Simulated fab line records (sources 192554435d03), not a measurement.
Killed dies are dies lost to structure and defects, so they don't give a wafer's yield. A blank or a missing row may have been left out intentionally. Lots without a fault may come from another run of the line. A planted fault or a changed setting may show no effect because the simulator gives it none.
Which tool was responsible? + flow n5_finfet + 24 lots, 72 wafers sampled, at 6 steps of a route of 1938

## WHAT THE GAUGES SHOWED, per wafer
N5_BEOL_M5_INSPECT_30: inspects for defects (brightfield).
| lot  | measured     | on                | raw_defect_count |
|------|--------------|-------------------|------------------|
| L074 | day 7 23:07  | defect_inspect-02 | 488 505 453      |
| L075 | day 8 03:59  | defect_inspect-01 | 511 530 518      |
| L076 | day 8 18:48  | defect_inspect-02 | 544 623 614      |
| L077 | day 8 19:40  | defect_inspect-02 | 580 521 487      |
| L078 | day 8 21:35  | defect_inspect-01 | 470 513 457      |
| L079 | day 9 00:44  | defect_inspect-02 | 452 529 600      |
| L080 | day 9 04:19  | defect_inspect-01 | 356 311 455      |
| L081 | day 9 20:56  | defect_inspect-02 | 315 382 304      |
| L082 | day 10 04:30 | defect_inspect-01 | 317 594 324      |
| L083 | day 10 11:20 | defect_inspect-02 | 507 400 421      |
| L084 | day 10 14:11 | defect_inspect-02 | 512 620 489      |
| L085 | day 10 14:21 | defect_inspect-02 | 642 456 465      |
| L086 | day 11 07:02 | defect_inspect-02 | 424 275 309      |
| L088 | day 11 07:28 | defect_inspect-01 | 521 485 395      |
| L087 | day 11 13:15 | defect_inspect-01 | 586 625 634      |
| L089 | day 11 23:49 | defect_inspect-01 | 607 497 510      |
| L090 | day 12 08:10 | defect_inspect-02 | 466 456 539      |
| L091 | day 12 10:39 | defect_inspect-01 | 422 512 265      |
| L092 | day 12 15:00 | defect_inspect-01 | 328 332 325      |
| L093 | day 12 22:10 | defect_inspect-02 | 399 373 420      |
| L094 | day 13 01:58 | defect_inspect-01 | 438 655 470      |
| L095 | day 13 09:45 | defect_inspect-02 | 502 402 524      |
| L096 | day 13 16:20 | defect_inspect-01 | 698 599 538      |
| L097 | day 13 18:46 | defect_inspect-02 | 558 472 572      |

N5_BEOL_M6_CD_MEAS_18: pitch 80 nm, target cd 40 nm.
| lot  | measured     | on        | cd_nm (nm)     |
|------|--------------|-----------|----------------|
| L074 | day 8 10:12  | cd_sem-01 | 40.0 40.6 39.0 |
| L075 | day 8 18:29  | cd_sem-01 | 41.2 40.1 40.6 |
| L076 | day 9 05:06  | cd_sem-01 | 40.6 40.0 39.7 |
| L077 | day 9 05:47  | cd_sem-03 | 40.3 38.6 40.5 |
| L078 | day 9 08:17  | cd_sem-01 | 41.5 40.5 40.0 |
| L079 | day 9 10:55  | cd_sem-02 | 39.4 41.1 40.0 |
| L080 | day 9 15:02  | cd_sem-02 | 39.4 39.9 38.9 |
| L081 | day 10 09:53 | cd_sem-02 | 41.2 40.1 39.0 |
| L082 | day 10 16:58 | cd_sem-03 | 40.1 40.6 40.0 |
| L083 | day 11 06:11 | cd_sem-02 | 39.8 40.6 40.8 |
| L084 | day 10 23:29 | cd_sem-01 | 40.3 41.1 41.7 |
| L085 | day 11 02:54 | cd_sem-01 | 39.5 39.1 38.8 |
| L086 | day 11 19:28 | cd_sem-01 | 41.0 40.1 39.9 |
| L088 | day 11 18:44 | cd_sem-02 | 39.8 40.9 40.3 |
| L087 | day 11 23:36 | cd_sem-02 | 40.2 40.3 40.0 |
| L089 | day 12 10:28 | cd_sem-02 | 39.0 39.7 41.0 |
| L090 | day 12 20:02 | cd_sem-02 | 39.9 40.7 40.8 |
| L091 | day 12 23:58 | cd_sem-03 | 39.3 40.0 40.4 |
| L092 | day 13 03:38 | cd_sem-01 | 39.6 39.4 40.1 |
| L093 | day 13 11:16 | cd_sem-01 | 40.7 40.0 40.4 |
| L094 | day 13 12:13 | cd_sem-01 | 40.1 39.6 39.5 |
| L095 | day 13 20:34 | cd_sem-01 | 41.3 40.5 40.5 |
| L096 | day 14 04:15 | cd_sem-03 | 38.9 39.1 39.9 |
| L097 | day 14 04:49 | cd_sem-03 | 39.1 39.7 39.8 |

## WHAT TOOL EACH LOT RAN ON (gives the tool, then ch and the chambers of the sampled wafers, and finally the start)
| lot  | N5_BEOL_M4_CMP_52             | N5_BEOL_M5_HM_OPEN_17             | N5_BEOL_M5_SPUTTER_48        | N5_BEOL_M5_SPUTTER_90        |
|------|-------------------------------|-----------------------------------|------------------------------|------------------------------|
| L074 | cmp-04 ch 0,2, day 7 17:41    | rie_metal-02 ch 0,1, day 7 21:25  | pvd_sputter-03, day 8 01:37  | pvd_sputter-03, day 8 05:58  |
| L075 | cmp-01 ch 0,2,3, day 7 22:11  | rie_metal-03 ch 0,1, day 8 03:05  | pvd_sputter-03, day 8 06:56  | pvd_sputter-03, day 8 12:50  |
| L076 | cmp-01 ch 0,1,3, day 8 14:10  | rie_metal-02 ch 1, day 8 17:50    | pvd_sputter-02, day 8 20:31  | pvd_sputter-02, day 9 00:52  |
| L077 | cmp-03 ch 1,2,3, day 8 14:31  | rie_metal-03 ch 0,1, day 8 18:56  | pvd_sputter-03, day 8 21:16  | pvd_sputter-03, day 9 01:37  |
| L078 | cmp-01 ch 0,3, day 8 16:34    | rie_metal-02 ch 0,1, day 8 20:21  | pvd_sputter-01, day 8 23:35  | pvd_sputter-01, day 9 03:56  |
| L079 | cmp-01 ch 1,3, day 8 18:25    | rie_metal-01 ch 0,1, day 8 22:20  | pvd_sputter-03, day 9 02:50  | pvd_sputter-03, day 9 07:11  |
| L080 | cmp-03 ch 0,1,3, day 8 22:42  | rie_metal-03 ch 0,1, day 9 02:32  | pvd_sputter-02, day 9 06:40  | pvd_sputter-02, day 9 11:01  |
| L081 | cmp-04 ch 0,2,3, day 9 14:14  | rie_metal-02 ch 0,1, day 9 19:43  | pvd_sputter-01, day 10 00:49 | pvd_sputter-01, day 10 05:10 |
| L082 | cmp-04 ch 0,1, day 10 00:22   | rie_metal-03 ch 0,1, day 10 03:47 | pvd_sputter-03, day 10 07:56 | pvd_sputter-03, day 10 12:17 |
| L083 | cmp-04 ch 1,3, day 10 05:34   | rie_metal-01 ch 0, day 10 09:36   | pvd_sputter-03, day 10 13:20 | pvd_sputter-03, day 11 00:01 |
| L084 | cmp-01 ch 0,2,3, day 10 08:35 | rie_metal-02 ch 0,1, day 10 12:45 | pvd_sputter-02, day 10 15:59 | pvd_sputter-02, day 10 20:20 |
| L085 | cmp-04 ch 0,1,2, day 10 08:37 | rie_metal-01 ch 0,1, day 10 12:50 | pvd_sputter-01, day 10 16:39 | pvd_sputter-01, day 10 21:00 |
| L086 | cmp-01 ch 0,2,3, day 11 01:55 | rie_metal-03 ch 0,1, day 11 06:19 | pvd_sputter-01, day 11 09:05 | pvd_sputter-01, day 11 13:59 |
| L088 | cmp-04 ch 0,2,3, day 11 02:37 | rie_metal-02 ch 1, day 11 06:40   | pvd_sputter-02, day 11 09:37 | pvd_sputter-02, day 11 13:58 |
| L087 | cmp-04 ch 0,1,2, day 11 06:42 | rie_metal-03 ch 0,1, day 11 10:46 | pvd_sputter-02, day 11 15:37 | pvd_sputter-02, day 11 19:58 |
| L089 | cmp-01 ch 0,3, day 11 17:18   | rie_metal-03 ch 1, day 11 23:09   | pvd_sputter-01, day 12 01:33 | pvd_sputter-01, day 12 05:53 |
| L090 | cmp-01 ch 1,2, day 12 01:38   | rie_metal-01 ch 1, day 12 07:19   | pvd_sputter-03, day 12 11:42 | pvd_sputter-03, day 12 16:02 |
| L091 | cmp-03 ch 0,2,3, day 12 04:28 | rie_metal-03 ch 0,1, day 12 09:41 | pvd_sputter-01, day 12 15:08 | pvd_sputter-01, day 12 19:29 |
| L092 | cmp-04 ch 0,1,2, day 12 09:44 | rie_metal-01 ch 0,1, day 12 13:59 | pvd_sputter-03, day 12 19:23 | pvd_sputter-03, day 13 00:17 |
| L093 | cmp-04 ch 1,2,3, day 12 15:36 | rie_metal-03 ch 0,1, day 12 19:52 | pvd_sputter-03, day 13 00:22 | pvd_sputter-03, day 13 05:16 |
| L094 | cmp-04 ch 1,2, day 12 18:54   | rie_metal-03 ch 0,1, day 12 23:32 | pvd_sputter-01, day 13 03:56 | pvd_sputter-01, day 13 08:17 |
| L095 | cmp-04 ch 0,1,2, day 13 02:48 | rie_metal-02 ch 0,1, day 13 06:55 | pvd_sputter-02, day 13 12:07 | pvd_sputter-02, day 13 16:28 |
| L096 | cmp-01 ch 1,2,3, day 13 11:36 | rie_metal-03 ch 0,1, day 13 15:28 | pvd_sputter-03, day 13 19:25 | pvd_sputter-03, day 14 00:19 |
| L097 | cmp-04 ch 2,3, day 13 11:46   | rie_metal-02 ch 0,1, day 13 15:46 | pvd_sputter-01, day 13 20:49 | pvd_sputter-01, day 14 01:10 |
- N5_BEOL_M4_CMP_52: polishes, stops on SiOC, t overpolish 6.8 s, target thk 40 nm.
- N5_BEOL_M5_HM_OPEN_17: chemistry Cl2/BCl3, target TiN, target depth 20 nm, overetch 6 nm.
- N5_BEOL_M5_SPUTTER_48: material Cu, target thk 15 nm, time 27.62 s.
- N5_BEOL_M5_SPUTTER_90: material Cu, target thk 4.5 nm, time 8.29 s.

## WHAT THE TOOLS THEMSELVES READ (means of the sampled wafers that have a number; where no wafer has one, the mark that the record gives instead)
N5_BEOL_M4_CMP_52.
| lot  | tool   | barrier_field_endpoint_s (s) | motor_current_A (A) | overpolish_run_s (s) | pad_life_wafers | time_to_endpoint_s (s) |
|------|--------|------------------------------|---------------------|----------------------|-----------------|------------------------|
| L074 | cmp-04 | 24.1                         | 6.6                 | 6.798                | 92              | 63                     |
| L075 | cmp-01 | 26.1                         | 6.6                 | 6.794                | 1723            | 70                     |
| L076 | cmp-01 | 24.7                         | 6.5                 | 6.801                | 1861            | 65                     |
| L077 | cmp-03 | 24.2                         | 6.3                 | 6.792                | 926             | 60                     |
| L078 | cmp-01 | 25.4                         | 6.5                 | 6.807                | 1878            | 70                     |
| L079 | cmp-01 | 25.8                         | 6.6                 | 6.797                | 1897            | 65                     |
| L080 | cmp-03 | 24.0                         | 6.0                 | 6.789                | 992             | 59                     |
| L081 | cmp-04 | 24.6                         | 6.5                 | 6.791                | 422             | 64                     |
| L082 | cmp-04 | 24.7                         | 5.7                 | 6.802                | 558             | 63                     |
| L083 | cmp-04 | 24.6                         | 5.2                 | 6.799                | 614             | 62                     |
| L084 | cmp-01 | 24.7                         | 6.6                 | 6.807                | 2               | 68                     |
| L085 | cmp-04 | 25.1                         | 5.9                 | 6.806                | 649             | 65                     |
| L086 | cmp-01 | 24.4                         | 6.5                 | 6.802                | 133             | 63                     |
| L088 | cmp-04 | 24.9                         | 6.3                 | 6.798                | 800             | 63                     |
| L087 | cmp-04 | 24.2                         | 6.5                 | 6.805                | 842             | 64                     |
| L089 | cmp-01 | 25.7                         | 6.4                 | 6.804                | 300             | 68                     |
| L090 | cmp-01 | 24.8                         | 6.7                 | 6.803                | 360             | 64                     |
| L091 | cmp-03 | 23.8                         | 6.1                 | 6.804                | 1604            | 60                     |
| L092 | cmp-04 | 24.1                         | 6.1                 | 6.800                | 1088            | 65                     |
| L093 | cmp-04 | 24.5                         | 5.6                 | 6.804                | 1136            | 62                     |
| L094 | cmp-04 | 24.5                         | 5.5                 | 6.801                | 1164            | 61                     |
| L095 | cmp-04 | 24.6                         | 6.2                 | 6.800                | 1214            | 64                     |
| L096 | cmp-01 | 25.8                         | 6.8                 | 6.783                | 620             | 67                     |
| L097 | cmp-04 | 25.0                         | 6.2                 | 6.812                | 1296            | 64                     |

N5_BEOL_M5_HM_OPEN_17.
| lot  | tool         | drypump_motor_current_A (A) | oes_product_au (a.u.) | throttle_valve_pct (%) |
|------|--------------|-----------------------------|-----------------------|------------------------|
| L074 | rie_metal-02 | 5.0                         | 0.64                  | 22.50                  |
| L075 | rie_metal-03 | 6.0                         | 0.73                  | 22.18                  |
| L076 | rie_metal-02 | 4.7                         | 0.56                  | 22.67                  |
| L077 | rie_metal-03 | 6.0                         | 0.72                  | 22.19                  |
| L078 | rie_metal-02 | 5.3                         | 0.70                  | 22.37                  |
| L079 | rie_metal-01 | 5.8                         | 0.76                  | 22.24                  |
| L080 | rie_metal-03 | 6.0                         | 0.72                  | 22.18                  |
| L081 | rie_metal-02 | 5.3                         | 0.69                  | 22.38                  |
| L082 | rie_metal-03 | 6.0                         | 0.71                  | 22.20                  |
| L083 | rie_metal-01 | 5.6                         | 0.79                  | 22.29                  |
| L084 | rie_metal-02 | 5.3                         | 0.68                  | 22.39                  |
| L085 | rie_metal-01 | 5.7                         | 0.76                  | 22.28                  |
| L086 | rie_metal-03 | 6.0                         | 0.70                  | 22.21                  |
| L088 | rie_metal-02 | 4.7                         | 0.55                  | 22.67                  |
| L087 | rie_metal-03 | 6.0                         | 0.65                  | 22.36                  |
| L089 | rie_metal-03 | 6.0                         | 0.75                  | 22.06                  |
| L090 | rie_metal-01 | 5.9                         | 0.71                  | 22.25                  |
| L091 | rie_metal-03 | 6.0                         | 0.64                  | 22.36                  |
| L092 | rie_metal-01 | 5.7                         | 0.74                  | 22.27                  |
| L093 | rie_metal-03 | 6.0                         | 0.70                  | 22.20                  |
| L094 | rie_metal-03 | 6.0                         | 0.64                  | 22.38                  |
| L095 | rie_metal-02 | 5.0                         | 0.60                  | 22.56                  |
| L096 | rie_metal-03 | 6.0                         | 0.69                  | 22.22                  |
| L097 | rie_metal-02 | 5.0                         | 0.60                  | 22.54                  |

N5_BEOL_M5_SPUTTER_48.
| lot  | tool           | substrate_temp_c (C) | throttle_valve_pct (%) |
|------|----------------|----------------------|------------------------|
| L074 | pvd_sputter-03 | -19.97               | 31.0                   |
| L075 | pvd_sputter-03 | -19.93               | 30.0                   |
| L076 | pvd_sputter-02 | -20.02               | 29.5                   |
| L077 | pvd_sputter-03 | -19.89               | 29.8                   |
| L078 | pvd_sputter-01 | -19.96               | 29.7                   |
| L079 | pvd_sputter-03 | -20.02               | 30.4                   |
| L080 | pvd_sputter-02 | -19.94               | 29.8                   |
| L081 | pvd_sputter-01 | -20.03               | 29.5                   |
| L082 | pvd_sputter-03 | -20.02               | 30.7                   |
| L083 | pvd_sputter-03 | -20.07               | 30.1                   |
| L084 | pvd_sputter-02 | -20.07               | 29.7                   |
| L085 | pvd_sputter-01 | -19.93               | 29.1                   |
| L086 | pvd_sputter-01 | -19.94               | 29.3                   |
| L088 | pvd_sputter-02 | -19.98               | 29.4                   |
| L087 | pvd_sputter-02 | -20.01               | 29.2                   |
| L089 | pvd_sputter-01 | -20.11               | 29.8                   |
| L090 | pvd_sputter-03 | -20.10               | 30.9                   |
| L091 | pvd_sputter-01 | -20.08               | 29.2                   |
| L092 | pvd_sputter-03 | -19.97               | 30.5                   |
| L093 | pvd_sputter-03 | -19.96               | 30.5                   |
| L094 | pvd_sputter-01 | -19.96               | 28.9                   |
| L095 | pvd_sputter-02 | -19.93               | 29.6                   |
| L096 | pvd_sputter-03 | -20.06               | 30.6                   |
| L097 | pvd_sputter-01 | -19.96               | 29.2                   |

N5_BEOL_M5_SPUTTER_90.
| lot  | tool           | substrate_temp_c (C) | throttle_valve_pct (%) |
|------|----------------|----------------------|------------------------|
| L074 | pvd_sputter-03 | -20.01               | 30.7                   |
| L075 | pvd_sputter-03 | -19.98               | 30.0                   |
| L076 | pvd_sputter-02 | -19.99               | 29.3                   |
| L077 | pvd_sputter-03 | -19.91               | 29.9                   |
| L078 | pvd_sputter-01 | -20.09               | 29.6                   |
| L079 | pvd_sputter-03 | -19.93               | 30.6                   |
| L080 | pvd_sputter-02 | -19.88               | 29.6                   |
| L081 | pvd_sputter-01 | -19.97               | 29.3                   |
| L082 | pvd_sputter-03 | -20.02               | 30.7                   |
| L083 | pvd_sputter-03 | -20.00               | 30.1                   |
| L084 | pvd_sputter-02 | -19.90               | 29.7                   |
| L085 | pvd_sputter-01 | -20.04               | 29.2                   |
| L086 | pvd_sputter-01 | -19.94               | 29.5                   |
| L088 | pvd_sputter-02 | -20.00               | 29.6                   |
| L087 | pvd_sputter-02 | -19.99               | 29.4                   |
| L089 | pvd_sputter-01 | -20.08               | 29.6                   |
| L090 | pvd_sputter-03 | -19.99               | 31.0                   |
| L091 | pvd_sputter-01 | -20.11               | 29.1                   |
| L092 | pvd_sputter-03 | -20.10               | 30.5                   |
| L093 | pvd_sputter-03 | -20.01               | 30.2                   |
| L094 | pvd_sputter-01 | -20.00               | 28.8                   |
| L095 | pvd_sputter-02 | -20.08               | 29.5                   |
| L096 | pvd_sputter-03 | -19.98               | 30.8                   |
| L097 | pvd_sputter-01 | -19.96               | 29.1                   |

## THE ANSWER, worked out from the rows above alone
Rule: usual is defined by the lots themselves. Put in order of their means at a reading, lots are off if they are a third of the lots or fewer, leave a main group of 4 or more, and stand apart from it by a gap of 3 or more times the standard deviation of the main group's means; of several such gaps the widest counts. A main group whose means are all the same, to the digits that the tables above print for the reading, isn't used. A lot without any number at a reading at which 4 lots or more have one is off too. Any other lot the step has rows for is counted as sound. First the gauges in route order, then the tools' own readings, where a lot's mean is used as printed above. At the first step where some lot is off, the reading lying furthest off is the one used; lots without a number count as furthest.
Across all readings shown, no lot is off: no conclusion can be drawn from this.

## WHAT HAD BEEN PUT IN BY THE SIMULATOR
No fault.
